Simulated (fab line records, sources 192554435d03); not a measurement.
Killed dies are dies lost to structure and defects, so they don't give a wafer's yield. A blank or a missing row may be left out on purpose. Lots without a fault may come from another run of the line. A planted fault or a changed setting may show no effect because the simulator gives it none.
Chamber matching | flow n5_finfet | N5_BEOL_M7_CURE_74 on uv_cure-02: 3 sister chambers
The step cures SiCOH lowk, time 240 s. 16 wafers are shown with their chamber, then 8 later ones without.

WAFERS WITH THEIR CHAMBER
wafer  | chamber | wafer_temp_C_max | lamp_power_pct (%)
L080.2 | 1       | 386.3            | 52.42
L080.3 | 1       | 386.4            | 52.33
L080.6 | 1       | 386.3            | 52.28
L084.2 | 2       | 386.7            | 52.34
L084.3 | 2       | 386.5            | 52.24
L084.6 | 2       | 386.3            | 52.25
L087.1 | 0       | 386.2            | 52.40
L087.2 | 0       | 386.2            | 52.25
L087.4 | 0       | 386.1            | 52.32
L087.3 | 0       | 386.3            | 52.33
L087.5 | 0       | 385.9            | 52.31
L087.6 | 0       | 385.8            | 52.31
L085.1 | 0       | 386.0            | 52.22
L085.3 | 0       | 385.9            | 52.33
L085.4 | 0       | 386.1            | 52.26
L085.2 | 0       | 385.9            | 52.31

SIGNATURES (means of the wafers above)
reading          | chamber 0 | chamber 1 | chamber 2 | scatter within a chamber
wafer_temp_C_max | 386.040   | 386.333   | 386.500   | 0.159
lamp_power_pct   | 52.3040   | 52.3433   | 52.2767   | 0.0548
Rule: a wafer's distance from a chamber is the root of the sum, over the readings, of the square of ((its reading less the chamber's mean) divided by the reading's scatter). The wafer belongs to the nearest chamber; if the next one is less than 2 further off, it can't be placed. The scatter: the root of (the sum of the squares of (reading less its chamber's mean) over the shown wafers, divided by (wafers less chambers)).

WAFERS WITHOUT THEIR CHAMBER
wafer  | wafer_temp_C_max | lamp_power_pct (%)
L085.5 | 386.1            | 52.29
L085.6 | 386.2            | 52.37
L091.1 | 386.0            | 52.32
L091.2 | 385.8            | 52.42
L091.6 | 386.0            | 52.21
L092.1 | 386.3            | 52.33
L092.4 | 386.2            | 52.29
L092.6 | 386.2            | 52.32

WHICH CHAMBER EACH WENT THROUGH
wafer  | from the rows above          | in truth
L085.5 | can't be placed: 0 or 1      | 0
L085.6 | can't be placed: 1 or 0 or 2 | 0
L091.1 | can't be placed: 0 or 1      | 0
L091.2 | can't be placed: 0 or 1      | 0
L091.6 | can't be placed: 0 or 1 or 2 | 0
L092.1 | can't be placed: 1 or 2 or 0 | 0
L092.4 | can't be placed: 0 or 1 or 2 | 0
L092.6 | can't be placed: 1 or 0 or 2 | 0
Placed correctly: 0 of 8. Can't be placed from these rows: 8 (the true chamber is among the candidates in 8). Placed wrongly: 0.
